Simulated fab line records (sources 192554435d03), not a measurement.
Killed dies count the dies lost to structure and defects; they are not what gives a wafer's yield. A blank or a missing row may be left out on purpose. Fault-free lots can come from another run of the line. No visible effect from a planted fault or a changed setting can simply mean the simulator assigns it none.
fab line records ; flow n5Finfet
record lots=9; wafers=27; lastDay=18
route steps=1938 shown BEOL_M6@1217 PASSIVATION@1936
lots that met no fault: taken from a fault-free run of the same line
startH: hours from the record's opening day to when the first of the lot's shown wafers began ; waitH: how many hours have passed since the lot's step before this one ; " repeats the value in the row above ; L1.1+2: a row that stands for several wafers ; - no value present, or no start provided ; * or withheld: withheld ; < > ~ a bound
route shown NAME@n: NAME is a module with steps in the file, n the number in the route of the first one ; usual: average and standard deviation across the fault-free wafers ; same: alike in all rows ; chamber/n: place in a boat ; sites: readings site by site ; _std_site: the standard deviation of these ; _edge_site: outer sites' mean less inner sites' ; radiusMm: how far each site lies from the wafer's centre ; mask NAME#n: copy n ; behind: the most recent tool/chamber to have shaped the wafer ; hold: why the lot was held/for how many hours/how that ended ; device: names the non-switching transistor (n, p or np) ; end of line: tests run on the same wafers once the route is complete ; where a step has no rows: the recipe by itself ; killed: dies lost to structure and defects at the first sort, not the wafer's yield ; map: the dies of a wafer, with x for killed, . for not killed, _ for no die there
set.NAME: the setting the step ran with; set.NAME@STEP: the setting that earlier step ran with ; model.NAME: the simulator's own value behind a step, which no gauge read
steps of the route over a sample of lots; a table a step, a row a wafer
services: a tool's chamber out of use, with start hour (startH, from the record's first day; less than 0 if before it), hours out, and reason
## steps
# step N5_BEOL_M6_CD_MEAS_18
# recipe pitchNm=80; targetCdNm=40
# usual cdNm=40.0/0.67
lot.wafer;tool;chamber;startH;waitH;cdNm
L619.1;cdSem-02;-;203.63;0.0;40.5
L619.3;cdSem-02;-;203.63;0.0;39.8
L619.6;cdSem-02;-;203.63;0.0;40.9
L621.3;cdSem-01;-;216.72;0.1;39.7
L621.4;cdSem-01;-;216.72;0.1;39.3
L621.5;cdSem-01;-;216.72;0.1;39.7
L624.2;cdSem-01;-;232.80;0.1;40.7
L624.3;cdSem-01;-;232.80;0.1;40.7
L624.5;cdSem-01;-;232.80;0.1;39.3
L622.3;cdSem-02;-;233.16;0.1;39.1
L622.4;cdSem-02;-;233.16;0.1;40.1
L622.6;cdSem-02;-;233.16;0.1;39.3
L627.1;cdSem-02;-;254.79;0.0;40.2
L627.2;cdSem-02;-;254.79;0.0;40.2
L627.6;cdSem-02;-;254.79;0.0;40.0
L628.2;cdSem-03;-;259.45;0.1;39.9
L628.3;cdSem-03;-;259.45;0.1;40.7
L628.6;cdSem-03;-;259.45;0.1;40.4
L635.3;cdSem-03;-;305.34;0.1;39.6
L635.4;cdSem-03;-;305.34;0.1;40.4
L635.6;cdSem-03;-;305.34;0.1;40.3
L640.2;cdSem-03;-;339.98;0.1;40.2
L640.4;cdSem-03;-;339.98;0.1;40.2
L640.5;cdSem-03;-;339.98;0.1;41.2
L639.2;cdSem-02;-;340.57;0.1;39.8
L639.3;cdSem-02;-;340.57;0.1;41.5
L639.4;cdSem-02;-;340.57;0.1;41.0
# step N5_BEOL_M6_ETCH_65
# recipe chemistry=CF4; target=SiARC; targetDepthA=156; maskMaterial=CAR-EUV; timeS=26; ionEnergyEv=80; pressureMtorr=40; sourceW=545; biasW=36; Ar_flow_sccm=100; cf4FlowSccm=100; ends=cleared
# usual biasW=36.00/0.11; drypumpMotorCurrentA=5.5/0.5; etchRfOnTimeS=26.0/0.67; mfcArSccm=99.96/0.27; oesProductAu=0.66/0.052; rfVppV=184.5/1.1; showerheadPlenumPTorr=2.18/0.06; throttleValvePct=15.70/0.18
lot.wafer;tool;chamber;startH;waitH;biasW;drypumpMotorCurrentA;etchRfOnTimeS;mfcArSccm;oesProductAu;rfHoursCounterH;rfVppV;showerheadPlenumPTorr;throttleValvePct
L619.1;rieDiel-05;1;204.26;0.0;35.88;5.7;25.3;99.70;0.73;79;183.2;2.07;15.50
L619.3;rieDiel-05;2;204.26;0.0;35.98;5.6;24.8;100.55;0.73;58;185.7;2.26;15.57
L619.6;rieDiel-05;2;204.26;0.0;36.02;5.6;24.5;100.46;0.75;-;185.9;2.26;15.58
L621.3;rieDiel-01;1;218.89;0.0;35.96;5.2;25.7;100.07;0.72;63;183.6;2.16;15.47
L621.4;rieDiel-01;3;218.89;0.0;36.04;5.3;25.9;99.62;0.61;203;185.9;2.22;15.72
L621.5;rieDiel-01;1;218.89;0.0;35.96;5.2;25.7;100.20;0.72;-;183.8;2.16;15.48
L624.2;rieDiel-03;2;234.59;0.0;36.21;5.3;26.4;100.05;0.64;141;185.1;2.15;15.97
L624.3;rieDiel-03;0;234.59;0.0;36.10;5.7;25.8;99.78;0.63;165;184.9;2.21;15.65
L624.5;rieDiel-03;0;234.59;0.0;35.95;5.7;25.5;99.66;0.63;-;185.6;2.21;15.64
L622.3;rieDiel-01;2;234.63;0.0;36.05;5.0;25.8;99.98;0.61;199;183.4;2.21;15.95
L622.4;rieDiel-01;1;234.63;0.0;35.90;5.3;26.0;100.03;0.71;69;184.8;2.16;15.48
L622.6;rieDiel-01;2;234.63;0.0;36.02;4.9;26.1;99.54;0.61;-;184.6;2.21;15.97
L627.1;rieDiel-05;0;256.89;0.0;36.01;6.2;26.8;100.20;0.67;103;183.5;2.07;15.78
L627.2;rieDiel-05;3;256.89;0.0;36.02;4.6;27.0;99.90;0.68;91;185.4;2.26;15.73
L627.6;rieDiel-05;0;256.89;0.0;35.96;6.2;26.6;100.00;0.68;-;184.3;2.07;15.79
L628.2;rieDiel-01;3;260.22;0.0;35.76;5.3;26.3;99.94;0.59;212;186.2;2.22;15.73
L628.3;rieDiel-01;0;260.22;0.0;36.06;6.4;26.9;100.03;0.66;119;183.6;2.15;15.45
L628.6;rieDiel-01;2;260.22;0.0;36.04;4.9;26.3;99.54;0.61;-;186.3;2.21;15.94
L635.3;rieDiel-05;0;306.55;0.0;35.98;6.2;26.5;99.87;0.67;116;182.5;2.06;15.81
L635.4;rieDiel-05;1;306.55;0.0;36.01;5.7;25.0;100.23;0.70;113;182.7;2.06;15.57
L635.6;rieDiel-05;2;306.55;0.0;36.21;5.6;25.0;99.94;0.70;-;186.7;2.25;15.65
L639.2;rieDiel-03;2;345.27;0.0;35.99;5.3;26.6;99.93;0.61;180;184.0;2.14;16.03
L639.3;rieDiel-03;0;345.27;0.0;35.95;5.7;25.3;99.85;0.61;206;185.7;2.20;15.73
L639.4;rieDiel-03;3;345.27;0.0;35.86;6.4;24.9;99.76;0.77;-;185.7;2.28;15.63
L640.2;rieDiel-01;0;345.32;0.0;35.96;6.3;26.7;99.94;0.63;148;184.6;2.14;15.51
L640.4;rieDiel-01;3;345.32;0.0;36.04;5.3;26.1;100.08;0.58;241;185.4;2.21;15.81
L640.5;rieDiel-01;2;345.32;0.0;36.09;4.9;26.4;99.87;0.59;-;186.0;2.20;16.00
# step N5_BEOL_M6_ETCH_66
# recipe chemistry=N2/H2; target=SOC; targetDepthA=800; overetchA=160; maskMaterial=SiARC; tempC=40; timeS=120; ionEnergyEv=200; pressureMtorr=30; sourceW=840; biasW=150; n2FlowSccm=200; h2FlowSccm=200
# usual biasW=150.0/0.42; drypumpMotorCurrentA=5.5/0.5; oesProductAu=0.59/0.042; rfVppV=525.1/2.1; showerheadPlenumPTorr=2.59/0.072; tempC=40.00/0.11; throttleValvePct=17.92/0.099
lot.wafer;tool;chamber;startH;waitH;biasW;drypumpMotorCurrentA;oesProductAu;rfHoursCounterH;rfVppV;showerheadPlenumPTorr;tempC;throttleValvePct
L619.1;rieDiel-05;1;204.29;0.0;149.7;5.7;0.64;79;521.9;2.48;39.93;17.98
L619.3;rieDiel-05;2;204.29;0.0;150.4;5.6;0.65;58;527.4;2.71;39.99;17.89
L619.6;rieDiel-05;2;204.29;0.0;149.9;5.6;0.64;-;528.8;2.71;39.87;17.90
L621.3;rieDiel-01;1;218.92;0.0;149.6;5.2;0.65;63;524.8;2.58;40.08;17.76
L621.4;rieDiel-01;3;218.92;0.0;149.6;5.3;0.54;203;525.8;2.63;40.12;17.86
L621.5;rieDiel-01;1;218.92;0.0;149.4;5.3;0.63;-;524.2;2.58;40.40;17.74
L624.2;rieDiel-03;2;234.62;0.0;149.9;5.3;0.57;141;524.0;2.54;40.06;18.07
L624.3;rieDiel-03;0;234.62;0.0;149.9;5.7;0.56;165;528.3;2.65;39.98;17.97
L624.5;rieDiel-03;0;234.62;0.0;149.3;5.7;0.56;-;527.5;2.65;40.15;17.96
L622.3;rieDiel-01;2;234.66;0.0;149.6;5.0;0.55;200;526.6;2.61;40.15;17.98
L622.4;rieDiel-01;1;234.66;0.0;149.5;5.3;0.64;69;524.4;2.58;40.01;17.77
L622.6;rieDiel-01;2;234.66;0.0;149.9;5.0;0.55;-;526.2;2.61;40.07;17.97
L627.1;rieDiel-05;0;256.92;0.0;149.6;6.2;0.61;103;522.7;2.45;39.78;17.96
L627.2;rieDiel-05;3;256.92;0.0;150.2;4.6;0.62;91;528.3;2.67;40.13;17.86
L627.6;rieDiel-05;0;256.92;0.0;150.2;6.2;0.62;-;521.5;2.45;39.72;17.96
L628.2;rieDiel-01;3;260.25;0.0;150.6;5.3;0.53;212;525.1;2.62;39.97;17.87
L628.3;rieDiel-01;0;260.25;0.0;149.5;6.3;0.60;119;525.9;2.57;39.97;17.82
L628.6;rieDiel-01;2;260.25;0.0;150.4;4.9;0.55;-;526.1;2.60;39.95;17.98
L635.3;rieDiel-05;0;306.58;0.0;149.8;6.2;0.60;116;521.3;2.44;39.92;17.98
L635.4;rieDiel-05;1;306.58;0.0;149.8;5.7;0.61;113;520.5;2.47;39.93;18.02
L635.6;rieDiel-05;2;306.58;0.0;157.5;5.6;0.61;-;543.2;2.69;39.88;17.96
L639.2;rieDiel-03;2;345.30;0.0;149.7;5.3;0.55;180;524.0;2.52;39.88;18.13
L639.3;rieDiel-03;0;345.30;0.0;150.2;5.7;0.54;206;525.9;2.64;40.05;18.05
L639.4;rieDiel-03;3;345.30;0.0;149.1;6.3;0.68;-;528.2;2.71;39.85;17.84
L640.2;rieDiel-01;0;345.35;0.0;151.0;6.4;0.59;148;523.8;2.56;40.16;17.86
L640.4;rieDiel-01;3;345.35;0.0;149.9;5.4;0.52;241;525.2;2.61;39.84;17.91
L640.5;rieDiel-01;2;345.35;0.0;149.9;5.0;0.53;-;525.0;2.59;39.73;18.03
# step N5_BEOL_M6_TRENCH_ETCH_37
# recipe chemistry=C4F6/O2; targetDepthA=944.35; target=SiCOH_lowk; timeS=31.5; ionEnergyEv=250; pressureMtorr=30; sourceW=345; biasW=185; Ar_flow_sccm=300; C4F6_flow_sccm=10; O2_flow_sccm=10
# usual C4F6_flow_sccm=10.00/0.031; biasW=184.9/0.56; drypumpMotorCurrentA=5.5/0.5; mfcArSccm=300.2/0.85; oesProductAu=0.77/0.06; rfVppV=668/13; showerheadPlenumPTorr=2.90/0.079; throttleValvePct=21.05/0.18
lot.wafer;tool;chamber;startH;waitH;C4F6_flow_sccm;biasW;drypumpMotorCurrentA;mfcArSccm;oesProductAu;rfHoursCounterH;rfVppV;showerheadPlenumPTorr;throttleValvePct
L619.1;rieDiel-05;1;-;-;10.01;185.0;5.6;299.9;0.84;79;638;2.76;20.87
L619.3;rieDiel-05;2;-;-;9.99;185.7;5.6;300.6;0.87;58;678;3.02;21.05
L619.6;rieDiel-05;2;-;-;10.00;185.5;5.6;301.4;0.87;-;679;3.02;21.03
L621.3;rieDiel-01;1;-;-;9.99;185.3;5.2;299.6;0.84;64;670;2.89;20.92
L621.4;rieDiel-01;3;-;-;10.07;184.6;5.3;299.7;0.70;203;683;2.95;21.00
L621.5;rieDiel-01;1;-;-;10.01;185.1;5.2;298.7;0.84;-;671;2.89;20.91
L624.2;rieDiel-03;2;-;-;9.98;183.9;5.3;299.6;0.75;141;687;2.87;21.41
L624.3;rieDiel-03;0;-;-;9.99;185.4;5.7;300.9;0.74;165;666;2.94;20.91
L624.5;rieDiel-03;0;-;-;10.03;185.5;5.7;301.1;0.74;-;665;2.94;20.93
L622.3;rieDiel-01;2;-;-;10.02;184.6;4.9;301.0;0.71;200;670;2.94;21.22
L622.4;rieDiel-01;1;-;-;9.99;184.6;5.2;301.0;0.84;69;671;2.89;20.91
L622.6;rieDiel-01;2;-;-;9.98;184.6;4.9;299.5;0.71;-;673;2.94;21.19
L627.1;rieDiel-05;0;-;-;10.07;185.3;6.2;300.9;0.79;103;646;2.76;21.21
L627.2;rieDiel-05;3;-;-;10.01;185.8;4.6;300.7;0.81;91;669;3.00;21.07
L627.6;rieDiel-05;0;-;-;10.05;184.2;6.2;299.4;0.80;-;644;2.76;21.19
L628.2;rieDiel-01;3;-;-;10.02;184.3;5.3;300.7;0.70;212;681;2.94;20.99
L628.3;rieDiel-01;0;-;-;9.95;185.1;6.4;299.4;0.78;119;678;2.86;20.77
L628.6;rieDiel-01;2;-;-;9.96;185.8;5.0;300.5;0.71;-;671;2.93;21.20
L635.3;rieDiel-05;0;-;-;10.01;184.7;6.1;300.7;0.78;116;645;2.75;21.23
L635.4;rieDiel-05;1;-;-;9.98;184.4;5.7;299.4;0.81;113;637;2.74;20.89
L635.6;rieDiel-05;2;-;-;10.05;185.1;5.6;299.2;0.81;-;679;3.00;21.09
L639.2;rieDiel-03;2;-;-;9.99;185.3;5.3;300.4;0.71;180;685;2.85;21.47
L639.3;rieDiel-03;0;-;-;9.96;184.8;5.7;302.0;0.71;206;663;2.92;20.96
L639.4;rieDiel-03;3;-;-;10.00;185.6;6.3;301.2;0.90;-;649;3.05;21.11
L640.2;rieDiel-01;0;-;-;10.02;185.0;6.4;298.9;0.75;148;676;2.85;20.81
L640.4;rieDiel-01;3;-;-;10.08;185.4;5.3;300.0;0.68;242;682;2.93;21.04
L640.5;rieDiel-01;2;-;-;10.00;184.7;4.9;299.5;0.68;-;670;2.92;21.25
# step N5_PASSIVATION_PROBE_49
# usual defectLimitedYield=91.7/1.5; killed_at_M0_to_M3=32/10; killed_at_M4_up=14/5.3; killedAtContacts=13/5.7; killedAtFrontEnd=37/10; killedAtOther=3.3/2.5; killedDies=98/18; killedOpen=65/13; killedShort=31/7.5; sort_bin_5_function=4.9/0.91; sort_bin_6_memory=3.1/0.71; sortNPass=1082/18; sortYieldPct=91.7/1.5
# same grossDies=1180; killedAtBackSide=0; sort_bin_4_leakage[%]=0; sort_bin_8_speed[%]=0
lot.wafer;tool;chamber;startH;waitH;defectLimitedYield[%];killed_at_M0_to_M3;killed_at_M4_up;killedAtContacts;killedAtFrontEnd;killedAtOther;killedDies;killedOpen;killedShort;sort_bin_5_function[%];sort_bin_6_memory[%];sortNPass;sortYieldPct[%]
L635.3;prober-02;-;399.07;0.1;94.7;26;10;13;11;3;63;42;21;3.1;2.0;1117;94.7
L635.4;prober-02;-;399.12;0.2;93.3;36;9;10;23;1;79;47;32;3.5;3.1;1101;93.3
L635.6;prober-02;-;399.22;0.3;91.9;32;11;12;38;2;95;66;29;4.7;3.4;1085;91.9
# killed by level:class
L635.3 MOL_CONTACT_COAG:geometricParticle:open=11 BEOL_M2:geometricParticle:open=7 BEOL_M4:geometricParticle:open=6 BEOL_M0_SAQP:geometricParticle:short=5 BEOL_M0_SAQP:geometricParticle:open=5 DUMMY_GATE:geometricParticle:open=4 BEOL_M1:geometricParticle:open=3 FIN_SAQP:geometricParticle:short=2
L635.4 BEOL_M2:geometricParticle:open=11 MOL_CONTACT_COAG:geometricParticle:open=9 BEOL_M0_SAQP:geometricParticle:short=9 BEOL_M0_SAQP:geometricParticle:open=6 FIN_SAQP:geometricParticle:short=5 BEOL_M2:geometricParticle:short=5 DUMMY_GATE:geometricParticle:open=4 BEOL_M4:geometricParticle:open=4
L635.6 STI_FIN_REVEAL:geometricParticle:open=16 BEOL_M2:geometricParticle:open=10 MOL_CONTACT_COAG:geometricParticle:open=9 BEOL_M0_SAQP:geometricParticle:open=7 BEOL_M4:geometricParticle:open=7 BEOL_M0_SAQP:geometricParticle:short=5 GATE_CUT:geometricParticle:short=4 BEOL_M1:geometricParticle:open=4
## services
tool;chamber;startH;hours;kind
rieDiel-03;3;216.77;-;clean
rieDiel-03;3;216.77;-;consumableReplace:focusRing
rieDiel-03;3;216.77;-;consumableReplace:showerhead
rieDiel-03;3;216.77;18.6;scheduledDown
rieDiel-03;3;216.77;18.6;ventCycle
rieDiel-01;0;228.17;6.0;repair
rieDiel-01;-;238.12;15.6;pm
rieDiel-01;1;263.76;3.0;repair
rieDiel-01;-;322.39;0.2;repair
rieDiel-03;1;336.08;13.1;repair
## key
firstSign step=N5_BEOL_M6_ETCH_66; reading=biasW; direction=up; sigmas=18; usual=*; struck=*
effect step=N5_BEOL_M6_ETCH_66; reading=rfVppV; direction=up; sigmas=8.8; usual=525.1; struck=543.2
metAt N5_BEOL_M6_ETCH_66
struckLots L635
struckWafers L635.6
notActingAt N5_BEOL_M6_CD_MEAS_18,N5_BEOL_M6_ETCH_65,N5_BEOL_M6_TRENCH_ETCH_37
onsetBetween 204.29 306.58
fault kind=processParameterDrift; tool=rieDiel-05; chamber=2; onsetH=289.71; steps=N5_BEOL_M6_ETCH_66; channel=biasW; offset=*; shape=step; endH=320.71; actsIn=*; stated=*
